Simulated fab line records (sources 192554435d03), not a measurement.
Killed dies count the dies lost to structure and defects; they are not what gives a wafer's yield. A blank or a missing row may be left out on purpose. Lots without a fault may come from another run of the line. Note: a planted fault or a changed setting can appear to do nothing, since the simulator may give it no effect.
fab line records -- flow n5-finfet -- part 1 of 2: steps 1 to 3 of 6
[record] lots = 22, wafers = 66, last-day = 19
route steps=1938 shown BEOL_M0_SAQP@656 BEOL_M0_CUTY@709 BEOL_M0@718
lots untouched by any fault: they come from a run of this same line in which no faults occurred
start-h: hours from the record's first day to the start of the lot's first wafer shown -- wait-h: hours elapsed since this lot's preceding step -- " identical to the entry in the row above -- L1.1+2: a single row standing in for several wafers -- - no value present, or no start provided -- * or withheld: withheld -- < > ~ a bound
route shown NAME@n: a module of which the file shows steps, and the number in the route of the first -- usual: the fault-free wafers' mean and standard deviation -- same: alike in all rows -- chamber/n: place in a boat -- sites: per-site readings -- _std_site: how widely they spread, as a standard deviation -- _edge_site: inner sites' mean taken away from outer sites' mean -- radius-mm: for every site, how far away it sits from the centre of the wafer -- mask NAME#n: copy n -- behind: tool/chamber where the wafer was last shaped -- hold: why the lot was held/for how many hours/how that ended -- device: which transistor (n, p or np) failed to switch -- end of line: tests run on the same wafers once the route is complete -- where a step has no rows: the recipe by itself -- killed: the dies lost at the first sort to structure and to defects; this is not the yield of the wafer -- map: a wafer's dies, marking killed ones x, the rest . and places with no die _
set.NAME: the run value of the setting; set.NAME@STEP: its run value at that earlier step -- model.NAME: the simulator's own value behind a step, which no gauge read
one table for each step of the route and one row for each wafer, over a sample of lots
services: from which hour (start-h, from the record's first day; less than 0 if before it) a tool's chamber was out of use, for how many hours, and why
[[steps]]
[step N5_BEOL_M0_SAQP_HM_OPEN_112]
[recipe] chemistry = CHF3/O2, target = SiO2, stop-on = a-Si, target-depth-a = 120, over-etch-frac = 1.25, mask-material = SOC, time-s = 13.5, pressure-mtorr = 30, source-w = 650, bias-w = 170, Ar_flow_sccm = 200, CHF3_flow_sccm = 50, O2_flow_sccm = 5, ion-energy-ev = 200, ends = end-point
[usual] drypump-motor-current-A = 5.8/0.38, oes_f_703_au = 0.77/0.065, oes-product-au = 0.51/0.041, rf-vpp-V = 525/3.3, showerhead-plenum-p-Torr = 2.44/0.065, throttle-valve-pct = 18.86/0.15
lot.wafer,tool,chamber,start-h,wait-h,drypump-motor-current-A,oes_f_703_au,oes-product-au,rf-hours-counter-h,rf-vpp-V,showerhead-plenum-p-Torr,throttle-valve-pct
L074.2,rie-diel-03,0,106.89,0.0,6.4,0.76,0.49,179,524,2.39,18.78
L074.3,rie-diel-03,3,106.89,0.0,5.6,0.71,0.47,182,529,2.40,18.93
L074.5,rie-diel-03,3,106.89,0.0,5.6,0.71,0.47,-,531,2.40,18.92
L075.3,rie-diel-05,2,112.96,0.0,5.7,0.73,0.48,180,529,2.49,19.02
L075.5,rie-diel-05,2,112.96,0.0,5.7,0.74,0.48,-,528,2.49,19.01
L075.6,rie-diel-05,3,112.96,0.0,5.7,0.87,0.57,-,528,2.55,18.75
L076.2,rie-diel-03,3,121.99,0.0,5.6,0.71,0.47,189,530,2.40,18.91
L076.4,rie-diel-03,3,121.99,0.0,5.6,0.70,0.47,-,531,2.40,18.94
L076.5,rie-diel-03,0,121.99,0.0,6.4,0.75,0.49,-,524,2.39,18.82
L077.2,rie-diel-03,3,127.74,0.0,5.6,0.70,0.46,191,530,2.39,18.93
L077.4,rie-diel-03,1,127.74,0.0,6.0,0.90,0.59,-,524,2.36,18.60
L077.5,rie-diel-03,3,127.74,0.0,5.6,0.71,0.47,-,530,2.39,18.93
L078.1,rie-diel-05,1,133.45,0.0,5.8,0.74,0.49,154,520,2.50,18.87
L078.3,rie-diel-05,3,133.45,0.0,5.7,0.87,0.56,38,530,2.55,18.78
L078.5,rie-diel-05,2,133.45,0.0,5.7,0.73,0.48,-,528,2.48,19.03
L080.1,rie-diel-04,0,143.43,0.0,5.4,0.87,0.56,51,527,2.54,18.57
L080.3,rie-diel-04,3,143.43,0.0,6.4,0.71,0.48,164,517,2.41,18.80
L080.4,rie-diel-04,2,143.43,0.0,6.6,0.73,0.49,194,523,2.39,18.72
L081.1,rie-diel-03,3,151.96,0.0,5.6,0.70,0.46,200,530,2.39,18.94
L081.2,rie-diel-03,0,151.96,0.0,6.3,0.75,0.48,196,525,2.38,18.81
L081.5,rie-diel-03,1,151.96,0.0,6.0,0.89,0.58,-,523,2.35,18.62
L082.1,rie-diel-05,0,153.91,0.0,5.2,0.81,0.53,78,523,2.44,19.07
L082.3,rie-diel-05,1,153.91,0.0,5.8,0.75,0.48,160,521,2.50,18.89
L082.4,rie-diel-05,3,153.91,0.0,5.7,0.86,0.56,44,527,2.55,18.80
L083.1,rie-diel-05,1,163.19,0.0,5.8,0.74,0.49,162,521,2.50,18.88
L083.3,rie-diel-05,3,163.19,0.0,5.7,0.86,0.55,47,529,2.54,18.79
L083.6,rie-diel-05,3,163.19,0.0,5.7,0.85,0.54,-,527,2.54,18.81
L084.1,rie-diel-03,1,169.81,0.0,6.0,0.88,0.58,33,523,2.35,18.62
L084.3,rie-diel-03,0,169.81,0.0,6.4,0.75,0.48,201,523,2.38,18.81
L084.4,rie-diel-03,2,169.81,0.0,5.5,0.74,0.49,176,522,2.40,18.67
L086.1,rie-diel-05,2,178.53,0.0,5.7,0.73,0.48,199,528,2.48,19.04
L086.2,rie-diel-05,1,178.53,0.0,5.8,0.74,0.48,166,522,2.50,18.88
L086.6,rie-diel-05,2,178.53,0.0,5.6,0.72,0.48,-,528,2.48,19.04
L085.3,rie-diel-04,3,181.63,0.0,6.4,0.71,0.46,175,519,2.40,18.82
L085.4,rie-diel-04,1,181.63,0.0,6.2,0.74,0.49,145,524,2.41,19.01
L085.6,rie-diel-04,0,181.63,0.0,5.5,0.85,0.56,-,527,2.54,18.60
L087.3,rie-diel-05,0,184.86,0.0,5.2,0.80,0.52,87,522,2.44,19.08
L087.5,rie-diel-05,3,184.86,0.0,5.7,0.85,0.56,-,530,2.54,18.82
L087.6,rie-diel-05,0,184.86,0.0,5.2,0.80,0.52,-,522,2.44,19.07
L088.1,rie-diel-05,0,195.26,0.0,5.2,0.80,0.52,91,519,2.44,19.08
L088.3,rie-diel-05,2,195.26,0.0,5.7,0.72,0.47,204,528,2.48,19.05
L088.5,rie-diel-05,0,195.26,0.0,5.2,0.79,0.53,-,524,2.44,19.06
L089.3,rie-diel-05,0,200.36,0.0,5.3,0.80,0.52,92,523,2.44,19.07
L089.5,rie-diel-05,1,200.36,0.0,5.8,0.73,0.48,-,521,2.50,18.91
L089.6,rie-diel-05,0,200.36,0.0,5.3,0.79,0.53,-,524,2.44,19.08
L090.1,rie-diel-05,1,203.09,0.0,5.8,0.73,0.48,173,521,2.50,18.90
L090.2,rie-diel-05,3,203.09,0.0,5.7,0.84,0.55,58,530,2.54,18.83
L090.4,rie-diel-05,0,203.09,0.0,5.2,0.80,0.51,93,522,2.44,19.08
L091.1,rie-diel-03,0,205.84,0.0,6.4,0.74,0.47,212,523,2.38,18.84
L091.2,rie-diel-03,1,205.84,0.0,6.0,0.87,0.56,44,521,2.35,18.66
L091.4,rie-diel-03,2,205.84,0.0,5.4,0.74,0.48,187,521,2.39,18.65
L092.1,rie-diel-03,1,214.78,0.0,6.1,0.86,0.56,47,523,2.35,18.66
L092.2,rie-diel-03,0,214.78,0.0,6.4,0.73,0.47,214,522,2.38,18.85
L092.6,rie-diel-03,1,214.78,0.0,6.1,0.86,0.56,-,524,2.35,18.66
L094.1,rie-diel-04,3,225.12,0.0,6.4,0.70,0.46,187,519,2.40,18.83
L094.3,rie-diel-04,1,225.12,0.0,6.2,0.74,0.49,158,525,2.40,19.02
L094.4,rie-diel-04,0,225.12,0.0,5.4,0.84,0.55,76,526,2.53,18.61
L095.1,rie-diel-04,0,235.32,0.0,5.4,0.84,0.54,79,526,2.53,18.62
L095.2,rie-diel-04,2,235.32,0.0,6.5,0.71,0.47,218,523,2.38,18.76
L095.5,rie-diel-04,1,235.32,0.0,6.1,0.73,0.49,-,525,2.40,19.02
L097.2,rie-diel-03,3,246.44,0.0,5.6,0.68,0.45,229,529,2.38,19.00
L097.5,rie-diel-03,2,246.44,0.0,5.5,0.73,0.48,-,521,2.39,18.69
L097.6,rie-diel-03,3,246.44,0.0,5.6,0.68,0.46,-,531,2.38,19.00
L096.1,rie-diel-04,1,249.51,0.0,6.2,0.73,0.48,165,524,2.40,19.02
L096.5,rie-diel-04,0,249.51,0.0,5.4,0.83,0.54,-,526,2.53,18.62
L096.6,rie-diel-04,1,249.51,0.0,6.2,0.72,0.49,-,525,2.40,19.03
[step N5_BEOL_M0_SAQP_STRIP_86]
[recipe] chemistry = N2/H2, power-w = 500, temp-c = 40, pressure-mtorr = 50, rf-frequency-hz = 6e+07, overash-fraction = 0.3, bias-power-w = 28, h2-frac = 0.5, n2-flow-sccm = 300, h2-flow-sccm = 300
[usual] drypump-motor-current-A = 6.0/0.42, oes-product-au = 0.77/0.065, rf-vpp-V = 121.8/1.4, showerhead-plenum-p-Torr = 3.39/0.089, temp-c = 39.98/0.1, throttle-valve-pct = 19.02/0.21
lot.wafer,tool,chamber,start-h,wait-h,drypump-motor-current-A,oes-product-au,rf-hours-counter-h,rf-vpp-V,showerhead-plenum-p-Torr,temp-c,throttle-valve-pct
L074.2,rie-diel-03,1,107.07,0.1,6.0,0.93,11,117.6,3.30,40.06,19.22
L074.3,rie-diel-03,0,107.07,0.1,6.4,0.75,179,122.5,3.33,40.06,18.86
L074.5,rie-diel-03,3,107.07,0.1,5.6,0.73,-,122.0,3.34,40.07,18.85
L075.3,rie-diel-05,2,113.15,0.1,5.7,0.75,180,123.0,3.47,39.97,19.06
L075.5,rie-diel-05,3,113.15,0.1,5.8,0.90,-,124.7,3.57,39.98,18.90
L075.6,rie-diel-05,0,113.15,0.1,5.2,0.83,-,124.8,3.40,40.11,19.61
L076.2,rie-diel-05,2,122.17,0.1,5.7,0.74,182,123.3,3.47,40.06,19.09
L076.4,rie-diel-05,3,122.17,0.1,5.8,0.88,34,122.7,3.57,39.91,18.89
L076.5,rie-diel-05,1,122.17,0.1,5.8,0.75,-,120.7,3.50,39.83,18.85
L077.2,rie-diel-05,2,127.93,0.1,5.7,0.75,184,122.1,3.47,40.05,19.06
L077.4,rie-diel-05,0,127.93,0.1,5.2,0.82,71,124.5,3.40,39.90,19.61
L077.5,rie-diel-05,2,127.93,0.1,5.7,0.74,-,123.7,3.47,40.10,19.06
L078.1,rie-diel-05,2,133.64,0.1,5.7,0.75,186,124.0,3.47,39.92,19.09
L078.3,rie-diel-05,0,133.64,0.1,5.2,0.81,73,123.2,3.40,40.06,19.60
L078.5,rie-diel-05,1,133.64,0.1,5.8,0.74,-,120.2,3.50,40.17,18.88
L080.1,rie-diel-04,1,143.61,0.1,6.2,0.77,134,121.5,3.37,39.89,19.21
L080.3,rie-diel-04,0,143.61,0.1,5.5,0.85,51,124.4,3.56,40.04,18.72
L080.4,rie-diel-04,2,143.61,0.1,6.5,0.74,194,120.2,3.35,40.01,19.13
L081.1,rie-diel-04,0,152.14,0.1,5.4,0.87,54,121.3,3.55,40.04,18.71
L081.2,rie-diel-04,3,152.14,0.1,6.4,0.71,167,123.0,3.35,39.91,19.00
L081.5,rie-diel-04,1,152.14,0.1,6.2,0.77,-,122.6,3.37,39.95,19.21
L082.1,rie-diel-04,2,154.10,0.1,6.5,0.73,196,122.2,3.35,39.91,19.14
L082.3,rie-diel-04,1,154.10,0.1,6.1,0.76,137,122.6,3.37,40.17,19.20
L082.4,rie-diel-04,3,154.10,0.1,6.4,0.71,167,121.0,3.35,40.16,18.97
L083.1,rie-diel-04,0,163.37,0.1,5.4,0.86,57,122.7,3.55,39.93,18.72
L083.3,rie-diel-04,1,163.37,0.1,6.2,0.76,140,122.4,3.37,39.81,19.19
L083.6,rie-diel-04,3,163.37,0.1,6.4,0.71,-,121.9,3.35,39.92,18.96
L084.1,rie-diel-03,3,169.99,0.1,5.6,0.69,205,122.4,3.33,39.85,18.89
L084.3,rie-diel-03,0,169.99,0.1,6.4,0.72,201,120.3,3.32,40.00,18.88
L084.4,rie-diel-03,1,169.99,0.1,6.0,0.88,33,121.4,3.29,39.89,19.28
L086.1,rie-diel-03,3,178.71,0.1,5.6,0.69,207,122.9,3.33,39.98,18.91
L086.2,rie-diel-03,0,178.71,0.1,6.4,0.73,203,124.0,3.32,40.00,18.89
L086.6,rie-diel-03,1,178.71,0.1,6.1,0.89,-,122.0,3.29,40.13,19.25
L085.3,rie-diel-04,3,181.94,0.2,6.5,0.71,176,120.7,3.35,40.00,18.99
L085.4,rie-diel-04,2,181.94,0.2,6.5,0.73,204,122.0,3.34,39.92,19.16
L085.6,rie-diel-04,3,181.94,0.2,6.5,0.70,-,120.8,3.35,39.93,18.99
L087.3,rie-diel-03,3,185.04,0.1,5.6,0.70,209,121.7,3.33,40.07,18.91
L087.5,rie-diel-03,0,185.04,0.1,6.4,0.74,-,122.6,3.32,39.93,18.88
L087.6,rie-diel-03,1,185.04,0.1,6.1,0.88,-,121.3,3.29,40.06,19.28
L088.1,rie-diel-04,1,195.44,0.1,6.1,0.76,149,124.3,3.36,39.98,19.19
L088.3,rie-diel-04,3,195.44,0.1,6.5,0.72,179,122.0,3.35,39.95,18.99
L088.5,rie-diel-04,3,195.44,0.1,6.5,0.70,-,120.2,3.35,39.91,18.98
L089.3,rie-diel-05,1,200.55,0.1,5.8,0.73,172,123.9,3.49,39.89,18.91
L089.5,rie-diel-05,2,200.55,0.1,5.7,0.72,-,122.6,3.46,40.14,19.11
L089.6,rie-diel-05,3,200.55,0.1,5.7,0.85,-,123.0,3.56,39.97,18.94
L090.1,rie-diel-04,3,203.27,0.1,6.4,0.71,181,121.5,3.34,40.05,18.95
L090.2,rie-diel-04,2,203.27,0.1,6.5,0.74,209,121.0,3.34,39.95,19.17
L090.4,rie-diel-04,0,203.27,0.1,5.4,0.84,70,120.8,3.55,40.20,18.75
L091.1,rie-diel-03,1,206.03,0.1,6.1,0.89,44,122.7,3.28,39.88,19.28
L091.2,rie-diel-03,3,206.03,0.1,5.6,0.69,216,121.5,3.33,39.94,18.90
L091.4,rie-diel-03,0,206.03,0.1,6.4,0.72,212,121.4,3.32,40.12,18.88
L092.1,rie-diel-03,2,215.00,0.1,5.4,0.74,190,122.1,3.33,40.06,18.89
L092.2,rie-diel-03,3,215.00,0.1,5.6,0.69,219,122.2,3.32,39.93,18.94
L092.6,rie-diel-03,0,215.00,0.1,6.3,0.73,-,120.9,3.31,40.03,18.89
L094.1,rie-diel-04,0,225.30,0.1,5.4,0.84,76,122.5,3.54,40.17,18.74
L094.3,rie-diel-04,1,225.30,0.1,6.2,0.74,158,118.8,3.36,40.02,19.22
L094.4,rie-diel-04,3,225.30,0.1,6.5,0.71,187,121.2,3.34,39.86,18.99
L095.1,rie-diel-04,1,235.50,0.1,6.2,0.75,161,119.0,3.36,40.22,19.23
L095.2,rie-diel-04,0,235.50,0.1,5.5,0.82,79,122.2,3.54,40.00,18.72
L095.5,rie-diel-04,3,235.50,0.1,6.4,0.70,-,119.8,3.34,39.88,19.02
L097.2,rie-diel-03,1,246.62,0.1,6.0,0.86,55,120.3,3.28,40.17,19.29
L097.5,rie-diel-03,0,246.62,0.1,6.4,0.71,-,122.1,3.31,39.98,18.90
L097.6,rie-diel-03,1,246.62,0.1,6.1,0.85,-,122.4,3.28,40.06,19.27
L096.1,rie-diel-04,3,249.80,0.2,6.4,0.70,194,120.7,3.34,40.08,19.01
L096.5,rie-diel-04,1,249.80,0.2,6.2,0.75,-,121.5,3.35,40.01,19.24
L096.6,rie-diel-04,2,249.80,0.2,6.5,0.72,-,120.8,3.33,39.62,19.20
[step N5_BEOL_M0_CUTY_OVL_MEAS_58]
[recipe] points-per-wafer = 44
[usual] M0_ABLK_OVL = -0.2/0.88
lot.wafer,tool,chamber,start-h,wait-h,M0_ABLK_OVL[nm]
L074.2,overlay-01,0,112.36,0.0,-0.4
L074.3,overlay-01,0,112.36,0.0,-0.8
L074.5,overlay-01,0,112.36,0.0,-1.1
L075.3,overlay-02,0,118.38,0.0,-0.2
L075.5,overlay-02,0,118.38,0.0,0.6
L075.6,overlay-02,0,118.38,0.0,0.3
L076.2,overlay-02,0,127.35,0.0,-1.3
L076.4,overlay-02,0,127.35,0.0,-1.0
L076.5,overlay-02,0,127.35,0.0,1.3
L077.2,overlay-02,0,132.63,0.0,-1.8
L077.4,overlay-02,0,132.63,0.0,-1.3
L077.5,overlay-02,0,132.63,0.0,0.2
L078.1,overlay-01,0,138.38,0.0,0.5
L078.3,overlay-01,0,138.38,0.0,0.5
L078.5,overlay-01,0,138.38,0.0,1.2
L080.1,overlay-02,0,148.56,0.0,-0.6
L080.3,overlay-02,0,148.56,0.0,-0.6
L080.4,overlay-02,0,148.56,0.0,-2.0
L081.1,overlay-01,0,156.83,0.0,0.6
L081.2,overlay-01,0,156.83,0.0,-1.0
L081.5,overlay-01,0,156.83,0.0,0.9
L082.1,overlay-02,0,159.18,0.0,0.6
L082.3,overlay-02,0,159.18,0.0,0.4
L082.4,overlay-02,0,159.18,0.0,-0.5
L083.1,overlay-01,0,168.55,0.0,0.1
L083.3,overlay-01,0,168.55,0.0,0.3
L083.6,overlay-01,0,168.55,0.0,-0.9
L084.1,overlay-01,0,175.17,0.0,-0.4
L084.3,overlay-01,0,175.17,0.0,0.5
L084.4,overlay-01,0,175.17,0.0,1.5
L086.1,overlay-01,0,186.99,0.0,-0.6
L086.2,overlay-01,0,186.99,0.0,-0.2
L086.6,overlay-01,0,186.99,0.0,-0.7
L085.3,overlay-02,0,190.46,0.0,0.1
L085.4,overlay-02,0,190.46,0.0,-1.1
L085.6,overlay-02,0,190.46,0.0,-1.2
L087.3,overlay-02,0,193.95,0.0,-0.8
L087.5,overlay-02,0,193.95,0.0,0.8
L087.6,overlay-02,0,193.95,0.0,0.4
L088.1,overlay-02,0,200.55,0.0,-0.7
L088.3,overlay-02,0,200.55,0.0,0.8
L088.5,overlay-02,0,200.55,0.0,1.0
L089.3,overlay-02,0,206.45,0.0,-1.1
L089.5,overlay-02,0,206.45,0.0,-0.7
L089.6,overlay-02,0,206.45,0.0,-0.2
L090.1,overlay-01,0,208.53,0.0,-0.6
L090.2,overlay-01,0,208.53,0.0,0.0
L090.4,overlay-01,0,208.53,0.0,0.1
L091.1,overlay-02,0,211.31,0.0,0.9
L091.2,overlay-02,0,211.31,0.0,-0.6
L091.4,overlay-02,0,211.31,0.0,-1.4
L092.1,overlay-02,0,219.87,0.0,-0.3
L092.2,overlay-02,0,219.87,0.0,-1.8
L092.6,overlay-02,0,219.87,0.0,-1.0
L094.1,overlay-02,0,230.62,0.0,-1.5
L094.3,overlay-02,0,230.62,0.0,-2.0
L094.4,overlay-02,0,230.62,0.0,-0.1
L095.1,overlay-01,0,241.04,0.0,0.9
L095.2,overlay-01,0,241.04,0.0,0.7
L095.5,overlay-01,0,241.04,0.0,0.7
L097.2,overlay-01,0,252.42,0.0,-1.5
L097.5,overlay-01,0,252.42,0.0,-0.7
L097.6,overlay-01,0,252.42,0.0,-0.9
L096.1,overlay-01,0,256.83,0.0,-0.7
L096.5,overlay-01,0,256.83,0.0,1.3
L096.6,overlay-01,0,256.83,0.0,-0.1
